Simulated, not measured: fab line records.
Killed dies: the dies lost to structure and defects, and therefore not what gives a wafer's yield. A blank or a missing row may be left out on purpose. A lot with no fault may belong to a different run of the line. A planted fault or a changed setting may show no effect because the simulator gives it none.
A struck lot beside a sound one + flow nandHarc + 14 steps out of a route of 1302
Sound: the wafers L550.1, L550.2, L550.3. The struck wafers were L561.2, L561.4, L561.5. At the end, the cause is stated.
Order at every step that has rows: each side's tool, ch and its chambers, its first start. Under that, the readings that differ: sound wafers + struck wafers + difference of the means + sigmas: that difference in standard deviations of wafers without a fault.
alike: same words and numbers on both sides, and readings whose means sit less than 2 such deviations apart. not compared: any withheld reading, any reading some wafer has no value for, any bound like >300 that may hide the same value, and any number with overlapping values for which the record gives no deviation.
A row with sigmas, a row that says differs or no value, or rows on one side alone: a step with any of these is where the two part. Non-overlapping numbers with no deviation appear without sigmas and do not part them. Lack of a reading on every wafer of one side parts them only where that side has two or more wafers.

first, 1 step without rows for these wafers: NHARC_P_STI_ANNEAL_34 (time 1800 s).
NHARC_P_STI_CMP_21: polishes, t overpolish 20 s, target thk 380.67 nm.
  sound on cmp-03 ch 0,1,2, day 4 18:53; struck on cmp-02 ch 0,1,3, day 9 16:37
  alike: motorCurrentA, overpolishRunS
then, 7 steps without rows for these wafers: NHARC_P_STI_SRD_35; NHARC_P_STI_ETCH_36 (etches SiO2 in dHF, target depth 38.8 nm); NHARC_P_STI_STRIP_24 (strips Si3N4 in H3PO4); NHARC_P_STI_ETCH_37 (etches SiO2 in dHF, target depth 11 nm); NHARC_P_STI_PRECLEAN_38 (cleans in SC1); NHARC_P_STI_SRD_39; NHARC_P_STI_OXIDE_40 (material SiO2, target thk 10 nm, ox time 1362 s).
NHARC_P_STI_INSPECT_25:
  sound: defectInspect-02 at day 5 03:30; struck: defectInspect-01 at day 10 02:56
  alike: rawDefectCount
then, 1 step without rows for these wafers: NHARC_P_GATE_ETCH_69 (etches SiO2 in dHF, target depth 14 nm).
NHARC_P_GATE_PRECLEAN_70: cleans in SC1.
  sound on wetBench-07 ch 2,3,4, day 5 03:40; struck on wetBench-07 ch 0,1,4, day 10 03:05
  alike: bathHeatDutyPct
  not compared: runLengthS
after that, 1 step had no rows for these wafers: NHARC_P_GATE_SRD_01.
-- the record jumps here: 20 days lie between the struck wafers' starts before and after (it left off in module P_GATE and takes up again in module END, whose first step shown is number 1302 of the route) --
NHARC_END_SORT_01:
  here the record holds rows for the struck wafers (prober-02 ch 0, day 30 10:16) but none for the sound ones

## WHERE THEY PART
Only at NHARC_END_SORT_01, as far as this record shows.

WHY: the cause the simulator had injected
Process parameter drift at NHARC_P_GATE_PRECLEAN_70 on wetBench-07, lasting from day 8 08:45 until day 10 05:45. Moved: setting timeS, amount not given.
